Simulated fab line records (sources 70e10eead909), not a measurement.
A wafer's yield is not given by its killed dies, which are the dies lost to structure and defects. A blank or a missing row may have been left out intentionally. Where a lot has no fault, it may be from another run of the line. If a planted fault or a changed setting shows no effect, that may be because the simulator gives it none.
fab line records    flow nandHarc
record: lots: 5  wafers: 15  lastDay: 32
route steps=1302 shown A_CHANNEL_HOLE_D1@482 A_CHANNEL_FILL_D1@490 A_DECK1_JOINT@518 END@1302
lots that met no fault: taken from a fault-free run of the same line
startH: start of the lot's first displayed wafer, in hours after the record's first day    waitH: hours since the lot's step before    " repeats the value in the row above    L1.1+2: a single row standing in for several wafers    - no value present, or no start provided    * or withheld: withheld    < > ~ a bound
route shown NAME@n: names a module that has steps shown in the file, with the first one's number in the route    usual: average and standard deviation across the fault-free wafers    same: alike in all rows    chamber/n: place in a boat    sites: per-site readings    _std_site: standard deviation of those values    _edge_site: the outer-site mean with the inner-site mean subtracted    radiusMm: for every site, how far away it sits from the centre of the wafer    mask NAME#n: copy n    behind: the most recent tool/chamber to have shaped the wafer    hold: why the lot was held/for how many hours/how that ended    device: the transistor (n, p or np) that didn't switch    end of line: tests of these same wafers at the route's end    for a step that has no rows: nothing shown but its recipe    killed: dies that structure and defects cost at the first sort, which is not the same as the wafer's yield    map: dies across one wafer; x = killed, . = not, _ = none there
set.NAME: setting as actually run; set.NAME@STEP: the setting as run at that earlier step    model.NAME: the simulator's own value behind a step, which no gauge read
lots seen at some steps along the route; tables by step, rows by wafer
services: when a tool's chamber went out of use (startH, in hours from the record's first day, below 0 if earlier), for how many hours, and the reason
== steps ==
step: NHARC_A_CHANNEL_HOLE_D1_STRIP_43
recipe: o2FlowSccm: 400  cosFlowSccm: 20  arFlowSccm: 0  biasW: 0  chemistry: O2/COS
step: NHARC_A_CHANNEL_HOLE_D1_ETCH_44
recipe: targetDepthA: 1400  overetchA: 140  timeS: 77  ionEnergyEv: 100  cf4FlowSccm: 80  o2FlowSccm: 20  arFlowSccm: 0  rfW: 300  biasW: 100  chemistry: CF4/O2
step: NHARC_A_CHANNEL_HOLE_D1_STRIP_27
recipe: o2FlowSccm: 500  arFlowSccm: 0  biasW: 0  chemistry: O2
step: NHARC_A_CHANNEL_HOLE_D1_PRECLEAN_28
recipe: timeS: *  tempC: 50  bathAgeMin: 0  chemistry: SC1
step: NHARC_A_CHANNEL_HOLE_D1_SRD_29
step: NHARC_A_CHANNEL_HOLE_D1_CD_MEAS_30
usual: cdNm: 90.0/0.91
lot.wafer  tool      chamber  startH  waitH  cdNm
L536.2     cdSem-03  -        184.06  -      90.0
L536.4     "         -        "       "      90.0
L536.6     "         -        "       "      91.2
L537.3     cdSem-03  -        201.34  -      90.4
L537.5     "         -        "       "      89.9
L537.6     "         -        "       "      90.8
L540.1     cdSem-03  -        231.96  -      90.3
L540.2     "         -        "       "      89.5
L540.4     "         -        "       "      89.7
L547.1     cdSem-02  -        309.16  -      91.2
L547.3     "         -        "       "      90.7
L547.5     "         -        "       "      90.0
L557.4     cdSem-02  -        401.23  -      88.8
L557.5     "         -        "       "      88.9
L557.6     "         -        "       "      89.8
step: NHARC_A_CHANNEL_HOLE_D1_XSEM_31
recipe: landingEnergyEv: 35000
step: NHARC_A_CHANNEL_HOLE_D1_INSPECT_40
usual: rawDefectCount: 72/29
lot.wafer  tool              chamber  startH  waitH  rawDefectCount
L536.2     defectInspect-02  -        184.25  -      117
L536.4     "                 -        "       "      123
L536.6     "                 -        "       "      78
L537.3     defectInspect-01  -        201.55  -      42
L537.5     "                 -        "       "      40
L537.6     "                 -        "       "      33
L540.1     defectInspect-01  -        232.15  -      124
L540.2     "                 -        "       "      77
L540.4     "                 -        "       "      105
L547.1     defectInspect-02  -        309.35  -      35
L547.3     "                 -        "       "      35
L547.5     "                 -        "       "      64
L557.4     defectInspect-02  -        401.41  -      39
L557.5     "                 -        "       "      55
L557.6     "                 -        "       "      48
step: NHARC_A_CHANNEL_FILL_D1_PRECLEAN_00
recipe: timeS: *  tempC: 50  bathAgeMin: 0  chemistry: SC1
step: NHARC_A_CHANNEL_FILL_D1_SRD_01
step: NHARC_A_CHANNEL_FILL_D1_ALD_02
recipe: targetThkA: 60  pulseTimeS: 10  aldCycles: 60  tempC: 300  material: SiO2
step: NHARC_A_CHANNEL_FILL_D1_ALD_03
recipe: targetThkA: 60  pulseTimeS: 60  aldCycles: 58  tempC: 630  pressureTorr: 2  material: SiNx
step: NHARC_A_CHANNEL_FILL_D1_ALD_14
recipe: targetThkA: 25  pulseTimeS: 10  aldCycles: 25  tempC: 300  material: SiO2
usual: heaterPowerOuterW: 270/32  heaterPowerW: 474/44  precursorPulseHeightRel: 0.999/0.019
same: pulseTimeS: 10
lot.wafer  tool      chamber  startH  waitH  heaterPowerOuterW  heaterPowerW  precursorPulseHeightRel
L536.4     aldHk-04  1        191.48  0.0    285                508           0.984
L536.2     "         0        "       "      254                446           1.015
L536.6     "         1        "       "      270                505           0.985
L537.3     aldHk-03  2        208.81  0.1    264                460           0.997
L537.5     "         0        "       "      238                438           1.021
L537.6     "         1        "       "      220                426           0.971
L540.2     aldHk-04  0        239.36  0.0    259                448           1.008
L540.1     "         1        "       "      281                521           0.978
L540.4     "         2        "       "      317                560           1.023
L547.1     aldHk-03  2        316.57  0.0    245                425           1.020
L547.3     "         3        "       "      309                477           0.972
L547.5     "         3        "       "      309                469           1.024
L557.4     aldHk-03  1        408.83  0.1    210                401           1.023
L557.6     "         3        "       "      332                503           0.972
L557.5     "         0        "       "      249                450           1.005
step: NHARC_A_CHANNEL_FILL_D1_ALD_15
recipe: targetThkA: 20  pulseTimeS: 60  aldCycles: 19  tempC: 630  pressureTorr: 2  material: SiNx
step: NHARC_A_CHANNEL_FILL_D1_ALD_16
recipe: targetThkA: 15  pulseTimeS: 10  aldCycles: 15  tempC: 300  material: SiO2
step: NHARC_A_CHANNEL_FILL_D1_ANNEAL_17
recipe: tempC: 850  timeS: 1800
step: NHARC_A_CHANNEL_FILL_D1_CVD_18
recipe: targetThkA: 30  tempC: 550  material: poly-Si
step: NHARC_A_CHANNEL_FILL_D1_ETCHBACK_19
recipe: targetDepthA: 50  timeS: 1.7  hbrFlowSccm: 150  cl2FlowSccm: 50  rfW: 400  icpW: 400  biasW: 100  chemistry: HBr/Cl2
usual: drypumpMotorCurrentA: 5.9/0.53  heBacksideLeakSccm: 2.65/0.2  oesProductAu: 1.000/0.0068  throttleValvePct: 26.405/0.009
lot.wafer  tool      chamber  startH  waitH  drypumpMotorCurrentA  heBacksideLeakSccm  oesProductAu  rfHoursCounterH  throttleValvePct
L536.4     rieSi-06  2        208.57  0.4    6.4                   2.68                1.006         0.8              26.418
L536.2     "         0        "       "      5.9                   2.60                0.991         0.8              26.408
L536.6     "         2        "       "      6.4                   2.69                1.000         -                26.407
L537.3     rieSi-06  1        225.88  0.4    5.8                   2.32                1.000         0.8              26.414
L537.5     "         0        "       "      5.9                   2.56                0.989         -                26.407
L537.6     "         1        "       "      5.8                   2.33                0.997         -                26.406
L540.1     rieSi-01  0        256.42  0.4    4.9                   2.85                1.009         0.3              26.407
L540.2     "         1        "       "      6.4                   2.67                1.002         0.3              26.379
L540.4     "         2        "       "      5.3                   3.06                0.993         0.3              26.390
L547.3     rieSi-05  0        333.61  0.4    5.6                   2.91                1.008         0.1              26.409
L547.1     "         1        "       "      6.5                   2.95                0.999         0.1              26.409
L547.5     "         1        "       "      6.6                   2.85                0.994         -                26.393
L557.4     rieSi-06  1        425.86  0.4    5.9                   2.44                1.009         1.1              26.401
L557.5     "         3        "       "      6.2                   2.41                1.006         -                26.408
L557.6     "         0        "       "      5.9                   2.58                0.997         -                26.411
step: NHARC_A_CHANNEL_FILL_D1_ETCHBACK_20
recipe: targetDepthA: 270  timeS: 13.5  c4f8FlowSccm: withheld  o2FlowSccm: 8  arFlowSccm: withheld  rfW: 600  biasW: 1500  chemistry: C4F8/O2/Ar
usual: oesProductAu: 0.97/0.035  rfVppV: 979/5.3
lot.wafer  tool        chamber  startH  waitH  oesProductAu  rfHoursCounterH  rfVppV
L536.2     rieDiel-12  1        208.72  -      0.92          7                982
L536.6     "           3        "       "      0.93          -                979
L536.4     "           1        "       "      0.91          -                981
L537.3     rieDiel-12  1        225.99  -      0.98          9                981
L537.6     "           1        "       "      0.98          -                981
L537.5     "           2        "       "      0.99          -                970
L540.2     rieDiel-12  3        256.55  -      0.93          10               980
L540.4     "           0        "       "      1.00          1                975
L540.1     "           1        "       "      0.93          10               982
L547.3     rieDiel-12  1        333.74  -      0.99          1                981
L547.1     "           2        "       "      0.99          2                968
L547.5     "           0        "       "      0.98          -                975
L557.4     rieDiel-11  1        425.97  -      0.99          10               982
L557.6     "           0        "       "      0.92          -                983
L557.5     "           1        "       "      1.00          -                982
step: NHARC_A_CHANNEL_FILL_D1_STRIP_28
recipe: timeS: 20  o2FlowSccm: 500  arFlowSccm: 0  biasW: 0  chemistry: O2
usual: drypumpMotorCurrentA: 5.5/0.43  oesProductAu: 1.000/0.0076  rfVppV: 57.8/0.9  showerheadPlenumPTorr: 3.53/0.12  throttleValvePct: 17.038/0.0089
lot.wafer  tool        chamber  startH  waitH  drypumpMotorCurrentA  oesProductAu  rfHoursCounterH  rfVppV  showerheadPlenumPTorr  throttleValvePct
L536.2     rieDiel-12  3        208.81  0.1    5.8                   1.011         8                57.5    3.55                   17.029
L536.4     "           2        "       "      5.6                   1.001         -                57.2    3.31                   17.028
L536.6     "           3        "       "      5.8                   0.998         -                56.8    3.55                   17.029
L537.3     rieDiel-12  2        226.09  0.1    5.5                   0.989         9                56.6    3.30                   17.036
L537.5     "           0        "       "      5.4                   1.007         -                58.3    3.47                   17.034
L537.6     "           1        "       "      5.9                   1.004         -                57.9    3.60                   17.031
L540.2     rieDiel-12  1        256.64  0.1    5.9                   0.998         10               58.1    3.60                   17.043
L540.4     "           2        "       "      5.5                   1.013         10               57.6    3.30                   17.019
L540.1     "           3        "       "      5.8                   1.005         10               57.1    3.55                   17.039
L547.3     rieDiel-12  0        333.83  0.1    5.4                   1.007         3                59.4    3.47                   17.032
L547.1     "           3        "       "      5.8                   1.004         3                56.3    3.55                   17.033
L547.5     "           0        "       "      5.4                   1.009         -                58.7    3.47                   17.043
L557.4     rieDiel-11  1        426.06  0.1    4.7                   1.002         10               58.6    3.65                   17.039
L557.5     "           1        "       "      4.7                   1.005         -                57.5    3.65                   17.035
L557.6     "           2        "       "      5.8                   1.003         -                56.7    3.34                   17.040
step: NHARC_A_CHANNEL_FILL_D1_PRECLEAN_21
recipe: timeS: 30  chemistry: dHF
step: NHARC_A_CHANNEL_FILL_D1_SRD_23
step: NHARC_A_CHANNEL_FILL_D1_CVD_05
recipe: targetThkA: 50  tempC: 550  material: poly-Si
step: NHARC_A_CHANNEL_FILL_D1_ANNEAL_22
recipe: tempC: 620  timeS: 7200
step: NHARC_A_CHANNEL_FILL_D1_THK_MEAS_06
recipe: thkMeasGauge: ellipsometry
usual: thkNm: 4.9/1
lot.wafer  tool          chamber  startH  waitH  thkNm
L536.2     filmMetro-01  -        220.72  0.4    6.4
L536.4     "             -        "       "      6.6
L536.6     "             -        "       "      3.8
L537.3     filmMetro-01  -        237.73  0.4    3.3
L537.5     "             -        "       "      5.1
L537.6     "             -        "       "      3.5
L540.1     filmMetro-02  -        268.37  0.4    4.2
L540.2     "             -        "       "      6.4
L540.4     "             -        "       "      6.3
L547.1     filmMetro-01  -        345.48  0.4    5.7
L547.3     "             -        "       "      5.4
L547.5     "             -        "       "      5.0
L557.4     filmMetro-02  -        438.53  0.4    4.6
L557.5     "             -        "       "      3.1
L557.6     "             -        "       "      4.5
step: NHARC_A_CHANNEL_FILL_D1_ALD_25
recipe: targetThkA: 600  pulseTimeS: 10  aldCycles: 600  tempC: 300  material: SiOx
step: NHARC_A_CHANNEL_FILL_D1_ETCHBACK_08
recipe: targetDepthA: 2200  timeS: 110  c4f8FlowSccm: 20  arFlowSccm: withheld  rfW: 600  biasW: 300  chemistry: C4F8
step: NHARC_A_CHANNEL_FILL_D1_STRIP_29
recipe: timeS: 20  o2FlowSccm: 500  arFlowSccm: 0  biasW: 0  chemistry: O2
step: NHARC_A_CHANNEL_FILL_D1_PRECLEAN_30
recipe: timeS: 30  chemistry: dHF
step: NHARC_A_CHANNEL_FILL_D1_SRD_31
step: NHARC_A_CHANNEL_FILL_D1_CVD_09
recipe: targetThkA: 1500  tempC: 620  pressureMtorr: 200  timeS: 3000  material: poly-Si
step: NHARC_A_CHANNEL_FILL_D1_CMP_10
recipe: targetThkNm: 150
usual: motorCurrentA: 12.2/1.6  timeToEndpointS: 16.1/1.8
lot.wafer  tool    chamber  startH  waitH  motorCurrentA  timeToEndpointS
L536.4     cmp-01  1        233.48  0.4    12.9           16.6
L536.2     "       3        "       "      15.2           15.2
L536.6     "       0        "       "      10.0           17.3
L537.3     cmp-03  3        249.29  0.4    10.6           14.9
L537.6     "       2        "       "      10.7           17.7
L537.5     "       3        "       "      11.0           14.9
L540.4     cmp-01  2        279.86  0.4    15.3           17.2
L540.1     "       3        "       "      14.3           18.0
L540.2     "       0        "       "      10.5           15.4
L547.3     cmp-01  1        357.07  0.4    12.1           15.0
L547.1     "       2        "       "      15.9           16.3
L547.5     "       2        "       "      15.2           14.0
L557.4     cmp-01  1        452.80  0.4    12.4           14.1
L557.6     "       0        "       "      10.7           15.1
L557.5     "       1        "       "      11.9           14.8
step: NHARC_A_CHANNEL_FILL_D1_SRD_12
step: NHARC_A_DECK1_JOINT_ETCHBACK_07
recipe: targetDepthA: 1050  timeS: 26.9  hbrFlowSccm: 150  rfW: 350  icpW: 350  biasW: 60  chemistry: HBr
usual: drypumpMotorCurrentA: 5.7/0.4  heBacksideLeakSccm: 2.7/0.32  oesProductAu: 1.000/0.0078  throttleValvePct: 23.265/0.0099
lot.wafer  tool      chamber  startH  waitH  drypumpMotorCurrentA  heBacksideLeakSccm  oesProductAu  rfHoursCounterH  throttleValvePct
L536.4     rieSi-04  3        233.94  0.1    5.8                   2.7                 0.998         0.5              23.254
L536.2     "         0        "       "      6.4                   3.0                 1.005         0.4              23.261
L536.6     "         2        "       "      5.9                   2.6                 0.994         -                23.271
L537.3     rieSi-03  3        249.77  0.1    5.1                   2.7                 1.008         0.2              23.262
L537.6     "         1        "       "      5.4                   2.3                 1.007         -                23.264
L537.5     "         2        "       "      5.7                   2.5                 1.010         -                23.269
L540.4     rieSi-03  2        280.35  0.1    5.7                   2.5                 1.007         0.3              23.274
L540.2     "         3        "       "      5.1                   2.9                 0.990         0.3              23.261
L540.1     "         0        "       "      6.3                   2.9                 0.988         0.2              23.276
L547.3     rieSi-04  2        357.55  0.1    5.9                   2.6                 0.996         0.0              23.259
L547.1     "         1        "       "      5.1                   2.2                 1.005         0.0              23.279
L547.5     "         2        "       "      5.9                   2.6                 1.013         -                23.283
L557.4     rieSi-04  2        453.29  0.1    5.9                   2.6                 0.995         0.7              23.241
L557.5     "         3        "       "      5.8                   2.9                 0.999         -                23.262
L557.6     "         0        "       "      6.4                   2.9                 1.008         -                23.257
step: NHARC_A_DECK1_JOINT_ETCH_25
recipe: targetDepthA: 5  chemistry: dHF  material: SiO2
step: NHARC_A_DECK1_JOINT_ETCH_19
recipe: tempC: 25  targetDepthA: 30  chemistry: TMAH  material: poly-Si
step: NHARC_A_DECK1_JOINT_ETCH_18
recipe: targetDepthA: 30  chemistry: dHF  material: SiO2
step: NHARC_A_DECK1_JOINT_WET_08
recipe: tempC: 160  timeS: 86  chemistry: H3PO4
step: NHARC_A_DECK1_JOINT_ETCH_09
recipe: targetDepthA: 50  chemistry: dHF  material: SiO2
step: NHARC_END_SORT_01
recipe: tempC: 25
usual: killedAtArray: 54/23  killedAtOther: 1.2/1.5  killedAtPeriphery: 3.9/2.5  killedDies: 59/23  killedOpen: 3.2/1.7  killedShort: 2.4/1.6
same: grossDies: 677
lot.wafer  tool       chamber  startH  waitH  killedAtArray  killedAtOther  killedAtPeriphery  killedDies  killedOpen  killedShort
L547.3     prober-01  0        658.74  3.1    113            2              5                  120         2           3
L547.5     prober-01  0        660.33  3.7    107            2              4                  113         7           2
L557.4     prober-01  0        773.40  3.4    49             2              1                  52          1           3
L557.5     prober-01  0        774.20  3.7    49             0              7                  56          3           3
L557.6     prober-01  0        775.00  4.0    58             1              4                  63          4           3
killed by level:class
L547.3 A_CHANNEL_FILL_D1:unspecified=92 A_CHANNEL_HOLE_D1:chamberFilmFlake=4 A_CONTACT:chamberFilmFlake=4 A_STAIRCASE:chamberFilmFlake=3 P_ZERO_WELL:chamberFilmFlake=2 P_CONTACT:chamberFilmFlake=2 A_ONON_D1:geometricParticle:short=1 A_CHANNEL_HOLE_D1:geometricParticle:short=1
L547.5 A_CHANNEL_FILL_D1:unspecified=84 A_CHANNEL_HOLE_D1:chamberFilmFlake=5 P_CONTACT:chamberFilmFlake=3 A_ONON_D1:geometricParticle:open=2 THIN_TSV:chamberFilmFlake=2 A_CHANNEL_HOLE_D2:chamberFilmFlake=2 A_STAIRCASE:chamberFilmFlake=2 A_SLIT:chamberFilmFlake=2
L557.4 A_CHANNEL_HOLE_D2:chamberFilmFlake=20 A_SLIT:chamberFilmFlake=10 A_CHANNEL_HOLE_D1:chamberFilmFlake=9 A_CONTACT:chamberFilmFlake=4 THIN_TSV:chamberFilmFlake=2 P_CONTACT:geometricParticle:short=1 A_ONON_D1:geometricParticle:short=1 A_ONON_D2:geometricParticle:short=1
L557.5 A_CHANNEL_HOLE_D2:chamberFilmFlake=14 A_SLIT:chamberFilmFlake=13 A_CONTACT:chamberFilmFlake=9 A_CHANNEL_HOLE_D1:chamberFilmFlake=8 P_M0:geometricParticle:short=2 A_WL_FILL:geometricParticle:open=2 P_GATE:chamberFilmFlake=2 P_M1:chamberFilmFlake=2
L557.6 A_CHANNEL_HOLE_D2:chamberFilmFlake=18 A_CHANNEL_HOLE_D1:chamberFilmFlake=15 A_SLIT:chamberFilmFlake=11 A_CONTACT:chamberFilmFlake=8 P_M1:chamberFilmFlake=2 P_CONTACT:geometricParticle:open=1 A_CHANNEL_FILL_D2:geometricParticle:short=1 A_WL_FILL:geometricParticle:short=1
map L547.3 (x killed, . not)
____________.____________
_________......._________
_______..........._______
______..........x..______
_____.x............._____
____.................____
____.................____
___.....x.............___
___............x......___
__.....................__
__.....................__
_......................._
_......................._
_........x....x........x_
_................x.x..x._
_.....x..........xxxx..._
.................xxxxxxx.
.......x.......xxxxxxxxx.
................xxxxxxx.x
...............xx.xxxxxxx
..............xxxxxxxxxx.
_.............x..xxxxxxx_
_...........x...xxxxxxxx_
_....x.........xxxxxxxxx_
_...............xxxxxxxx_
_....x..........xxxxxx.x_
__.............xxxxxxx.__
__...............x.x.x.__
___................x..___
___...............x...___
____.................____
____............x....____
_____..............._____
______......x.xxx..______
_______..........._______
_________......x_________
____________.____________
map L557.6 (x killed, . not)
____________.____________
_________...xxxx_________
_______....xxxxxxx_______
______......xxxxx..______
_____......xxx.x...._____
____.........xxxx..x.____
____........xxxx.....____
___.........xxx.x.....___
___...................___
__..........x..........__
__....x................__
_......x................_
_....x.................._
_....xx................._
_...xx....x............._
_....x.x..............x._
.....x...................
.........................
.........................
.........................
..............x..........
_.............x........._
_................x......_
_.................x....._
_.................xx...._
_..x..............x....._
__..............x...x..__
__.............xx......__
___...............x...___
___................x..___
____.................____
____.................____
_____..............._____
______...x.........______
_______..........._______
_________.....x._________
____________x____________
== services ==
tool        chamber  startH  hours  kind
cmp-01      -        185.59  4.0    pm
aldHk-03    -        194.26  0.6    repair
cmp-01      -        212.35  9.5    repair
aldHk-03    -        213.12  10.0   pm
rieSi-06    0        229.60  12.2   repair
rieDiel-12  -        238.32  0.4    repair
rieSi-06    -        249.00  9.0    pm
rieSi-04    2        262.40  2.7    repair
rieDiel-12  -        268.56  9.0    pm
aldHk-03    -        275.72  1.1    repair
rieDiel-12  1        282.79  38.4   repair
cmp-01      -        283.59  4.0    pm
rieDiel-12  2        286.14  3.1    repair
rieSi-04    0        304.46  1.8    repair
rieSi-04    -        310.78  1.1    repair
rieDiel-12  -        335.32  3.6    repair
rieSi-04    2        335.80  1.4    repair
rieSi-04    -        342.00  9.0    pm
rieDiel-12  1        354.04  11.7   repair
cmp-01      -        361.09  1.8    repair
cmp-01      -        381.59  4.0    pm
aldHk-03    -        381.86  0.6    repair
rieDiel-12  -        390.88  3.5    repair
rieDiel-12  -        445.56  9.0    pm
== key ==
firstSign: step: NHARC_END_SORT_01  reading: killedDies  direction: up  sigmas: 2.5  usual: 59  struck: 116
moreKillsBornAt: NHARC_A_CHANNEL_FILL_D1_ALD_14@aldHk-03: 176
metAt NHARC_A_CHANNEL_FILL_D1_ALD_14
struckWafers L547.3,L547.5
testerLeftOut L547
fault: kind: chamberParticleSource  tool: aldHk-03  chamber: 3  onsetH: 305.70  steps: NHARC_A_CHANNEL_FILL_D1_ALD_14  ratePerVisitCm2: 0.97235  endH: 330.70
testerLeftOut: of these lots the tester's yield and bins aren't shown, on N5 and GAA mostly nor the transistor test; their killed dies are dies lost to structure and defects alone, not to doping, threshold or leakage, so they don't give the yield
